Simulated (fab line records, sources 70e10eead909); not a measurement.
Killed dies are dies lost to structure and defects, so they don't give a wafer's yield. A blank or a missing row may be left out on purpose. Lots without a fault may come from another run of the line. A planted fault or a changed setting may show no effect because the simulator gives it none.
Which tool did it? | flow nand_harc | 15 lots, 42 wafers sampled, at 4 steps of a route of 1302

WHAT THE GAUGES READ, wafer by wafer
NHARC_A_ONON_D2_THK_MEAS_02: measures by ellipsometry. Usual: thk_nm 1001 nm, standard deviation 7.6.
lot  | measured     | on            | thk_nm (nm)    | flag
L229 | day 13 01:58 | film_metro-01 | 996 996 999    |
L230 | day 13 01:59 | film_metro-02 | 1010 1010 1012 |
L231 | day 13 07:49 | film_metro-02 | 989 988 989    |
L232 | day 13 07:48 | film_metro-01 | 1009 1011 1009 |
L233 | day 14 09:00 | film_metro-02 | 1005 1004 1003 |
L235 | day 15 03:17 | film_metro-02 | 1011 1012 1012 |
L238 | day 16 15:05 | film_metro-01 | 1085 990       | OFF
L240 | day 17 02:20 | film_metro-01 | 991 1086       | OFF
L242 | day 17 17:01 | film_metro-02 | 993 1086       | OFF
L245 | day 19 16:01 | film_metro-02 | 994 993 994    |
L247 | day 19 20:43 | film_metro-01 | 1016 1012 1013 |
L248 | day 20 14:32 | film_metro-02 | 989 991 987    |
L250 | day 21 17:22 | film_metro-02 | 1008 1008 1008 |
L252 | day 21 17:31 | film_metro-01 | 995 995 996    |
L251 | day 21 23:22 | film_metro-02 | 1003 1005 1001 |

WHICH TOOL RAN EACH LOT (tool, then ch and the chambers of the sampled wafers, then the start)
lot  | NHARC_A_CHANNEL_FILL_D1_ETCHBACK_19 | NHARC_A_CHANNEL_FILL_D1_ALD_25   | NHARC_A_ONON_D2_DEP_00
L229 | rie_si-02 ch 0,1, day 10 00:56      | ald_hk-02 ch 1,2, day 10 13:10   | pecvd_onon-03 ch 0, day 13 01:28
L230 | rie_si-04 ch 1,2,3, day 10 08:53    | ald_hk-04 ch 0,2,3, day 10 22:09 | pecvd_onon-02 ch 0, day 13 01:32
L231 | rie_si-04 ch 0,2, day 10 18:28      | ald_hk-03 ch 0,2, day 11 06:28   | pecvd_onon-03 ch 0, day 13 07:18
L232 | rie_si-02 ch 2,3, day 10 21:59      | ald_hk-02 ch 2,3, day 11 10:50   | pecvd_onon-04 ch 0, day 13 07:28
L233 | rie_si-05 ch 0,1,3, day 11 15:44    | ald_hk-03 ch 0,1, day 12 05:40   | pecvd_onon-03 ch 0, day 14 08:37
L235 | rie_si-04 ch 2,3, day 12 15:57      | ald_hk-02 ch 2,3, day 13 03:49   | pecvd_onon-03 ch 0, day 15 02:56
L238 | rie_si-04 ch 0,2, day 13 22:14      | ald_hk-02 ch 1,3, day 14 14:35   | pecvd_onon-03 ch 0, day 16 14:38
L240 | rie_si-04 ch 1,2, day 14 15:13      | ald_hk-04 ch 1,3, day 15 06:21   | pecvd_onon-03 ch 0, day 17 01:56
L242 | rie_si-02 ch 0,3, day 15 01:46      | ald_hk-03 ch 1,2, day 15 16:13   | pecvd_onon-03 ch 0, day 17 16:44
L245 | rie_si-02 ch 0,2, day 16 21:58      | ald_hk-03 ch 0,2, day 17 10:04   | pecvd_onon-04 ch 0, day 19 15:31
L247 | rie_si-05 ch 1,2,3, day 17 06:27    | ald_hk-02 ch 0,2,3, day 17 18:22 | pecvd_onon-02 ch 0, day 19 20:11
L248 | rie_si-04 ch 0,2,3, day 17 13:34    | ald_hk-03 ch 1,2,3, day 18 01:33 | pecvd_onon-04 ch 0, day 20 14:01
L250 | rie_si-04 ch 1,2,3, day 19 01:37    | ald_hk-03 ch 0,2, day 19 14:16   | pecvd_onon-03 ch 0, day 21 16:59
L252 | rie_si-02 ch 0,1,3, day 19 01:38    | ald_hk-02 ch 0,3, day 19 13:37   | pecvd_onon-02 ch 0, day 21 17:04
L251 | rie_si-05 ch 0,3, day 19 08:41      | ald_hk-03 ch 0,2,3, day 20 00:14 | pecvd_onon-03 ch 0, day 21 22:52
- NHARC_A_CHANNEL_FILL_D1_ETCHBACK_19: etches the open film in HBr/Cl2, target depth 5 nm, time 1.7 s.
- NHARC_A_CHANNEL_FILL_D1_ALD_25: deposits SiOx, target thk 60 nm, pulse time 10 s, ald cycles 600.
- NHARC_A_ONON_D2_DEP_00: target thk 1000 nm.

WHAT THE TOOLS THEMSELVES READ (means of the sampled wafers that have a number; where no wafer has one, the mark that the record gives instead)
NHARC_A_CHANNEL_FILL_D1_ETCHBACK_19. Usual: chamber_pressure_mTorr 15.000 mTorr, standard deviation 0.014; drypump_motor_current_A 5.7 A, standard deviation 0.44; oes_product_au 0.997 a.u., standard deviation 0.011; throttle_valve_pct 26.406 %, standard deviation 0.0085.
lot  | tool      | chamber_pressure_mTorr (mTorr) | drypump_motor_current_A (A) | oes_product_au (a.u.) | throttle_valve_pct (%) | flag
L229 | rie_si-02 | 15.011                         | 6.2                         | 1.004                 | 26.406                 |
L230 | rie_si-04 | 15.005                         | 5.8                         | 0.994                 | 26.404                 |
L231 | rie_si-04 | 14.997                         | 5.8                         | 1.002                 | 26.410                 |
L232 | rie_si-02 | 15.014                         | 5.4                         | 0.989                 | 26.412                 |
L233 | rie_si-05 | 14.994                         | 5.6                         | 1.008                 | 26.401                 |
L235 | rie_si-04 | 14.998                         | 5.5                         | 0.998                 | 26.406                 |
L238 | rie_si-04 | 14.997                         | 5.7                         | 1.000                 | 26.406                 |
L240 | rie_si-04 | 15.006                         | 5.8                         | 0.998                 | 26.402                 |
L242 | rie_si-02 | 15.003                         | 6.2                         | 0.997                 | 26.406                 |
L245 | rie_si-02 | 15.002                         | 5.8                         | 1.006                 | 26.411                 |
L247 | rie_si-05 | 14.993                         | 5.7                         | 1.001                 | 26.413                 |
L248 | rie_si-04 | 15.004                         | 5.7                         | 0.993                 | 26.412                 |
L250 | rie_si-04 | 15.013                         | 5.8                         | 0.984                 | 26.401                 |
L252 | rie_si-02 | 14.999                         | 6.0                         | 0.997                 | 26.410                 |
L251 | rie_si-05 | 15.012                         | 5.6                         | 1.006                 | 26.403                 |

NHARC_A_CHANNEL_FILL_D1_ALD_25. Usual: heater_power_w 474 W, standard deviation 38; precursor_pulse_height_rel 1.001, standard deviation 0.021.
lot  | tool      | heater_power_w (W) | precursor_pulse_height_rel | flag
L229 | ald_hk-02 | 473                | 1.014                      |
L230 | ald_hk-04 | 479                | 1.006                      |
L231 | ald_hk-03 | 466                | 1.013                      |
L232 | ald_hk-02 | 438                | 1.007                      |
L233 | ald_hk-03 | 449                | 1.004                      |
L235 | ald_hk-02 | 445                | 1.008                      |
L238 | ald_hk-02 | 472                | 1.012                      |
L240 | ald_hk-04 | 452                | 1.006                      |
L242 | ald_hk-03 | 461                | 0.980                      |
L245 | ald_hk-03 | 472                | 1.013                      |
L247 | ald_hk-02 | 494                | 1.008                      |
L248 | ald_hk-03 | 474                | 1.019                      |
L250 | ald_hk-03 | 491                | 0.988                      |
L252 | ald_hk-02 | 462                | 0.998                      |
L251 | ald_hk-03 | 483                | 0.979                      |

NHARC_A_ONON_D2_DEP_00. Usual: sih4_flow_sccm 210.1 sccm, standard deviation 0.61.
lot  | tool          | sih4_flow_sccm (sccm) | flag
L229 | pecvd_onon-03 | 210.3                 |
L230 | pecvd_onon-02 | 210.6                 |
L231 | pecvd_onon-03 | 209.0                 |
L232 | pecvd_onon-04 | 210.1                 |
L233 | pecvd_onon-03 | 210.0                 |
L235 | pecvd_onon-03 | 210.3                 |
L238 | pecvd_onon-03 | 209.1                 |
L240 | pecvd_onon-03 | 210.1                 |
L242 | pecvd_onon-03 | 210.6                 |
L245 | pecvd_onon-04 | 209.9                 |
L247 | pecvd_onon-02 | 209.6                 |
L248 | pecvd_onon-04 | 210.9                 |
L250 | pecvd_onon-03 | 210.0                 |
L252 | pecvd_onon-02 | 210.3                 |
L251 | pecvd_onon-03 | 209.7                 |

THE ANSWER, worked out from the rows above alone
Rule: a lot is off if the mean of its wafers that have a number lies more than 3 standard deviations from the usual mean. A lot without any number at a reading at which 4 lots or more have one is off too. The other lots that the step has rows for count as sound. The gauges are gone through in route order, then the tools' own readings, and for those a lot's mean is taken as printed above. The first step at which some lot is off is used, and at that step the reading that is off furthest; a lot without a number counts as furthest.
Off: L238, L240, L242, at NHARC_A_ONON_D2_THK_MEAS_02 (thk_nm).
A tool fits if, at a process step before that reading, it ran every lot that is off, and no sound lot after the first of them. The gauges at NHARC_A_ONON_D2_THK_MEAS_02 are tried like those tools. None of those tried fits.

WHAT THE SIMULATOR HAD PUT IN
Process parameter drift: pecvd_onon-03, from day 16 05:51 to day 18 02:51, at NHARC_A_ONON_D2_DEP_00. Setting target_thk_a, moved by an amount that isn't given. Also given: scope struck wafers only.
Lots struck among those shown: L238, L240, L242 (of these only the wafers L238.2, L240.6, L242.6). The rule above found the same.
